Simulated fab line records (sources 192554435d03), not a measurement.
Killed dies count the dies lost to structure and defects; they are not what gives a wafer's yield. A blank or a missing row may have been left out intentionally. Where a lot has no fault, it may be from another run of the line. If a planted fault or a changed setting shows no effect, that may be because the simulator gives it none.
Matching of chambers	flow n5Finfet	N5_BEOL_M6_STRIP_19 on rieDiel-06: 4 sister chambers
The step strips in O2. 4 wafers are shown with their chamber, then 10 later ones without.

## WAFERS WITH THEIR CHAMBER
wafer	chamber	showerheadPlenumPTorr (Torr)
L084.1	1	2.03
L084.4	3	2.13
L091.3	2	2.20
L091.4	0	2.20

## WAFERS WITH NO CHAMBER GIVEN
wafer	showerheadPlenumPTorr (Torr)
L091.6	2.20
L092.4	2.02
L092.5	2.20
L092.6	2.12
L090.2	2.02
L090.3	2.12
L090.4	2.20
L095.1	2.20
L095.4	2.19
L095.5	2.20

## WHICH CHAMBER EACH WENT THROUGH
wafer	from the rows above	in truth
L091.6	can't be placed: 0 or 2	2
L092.4	1	1
L092.5	can't be placed: 0 or 2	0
L092.6	3	3
L090.2	1	1
L090.3	3	3
L090.4	can't be placed: 0 or 2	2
L095.1	can't be placed: 0 or 2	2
L095.4	can't be placed: 0 or 2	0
L095.5	can't be placed: 0 or 2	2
4 of 10 placed correctly. Not placeable from these rows: 6 (in 6, the candidates include the true chamber). Number placed wrongly: 0.
How it was worked out, from the rows above alone: a wafer's distance from a chamber is the root of the sum, over the readings, of the square of ((its reading less the chamber's mean) divided by the reading's scatter). The wafer belongs to the nearest chamber; if the next one is less than 2 further off, it can't be placed. For every chamber, the mean is computed from those of its wafers that are shown. The scatter: root of mean squared gap, hidden wafer to nearest shown wafer, with one shown wafer a chamber.
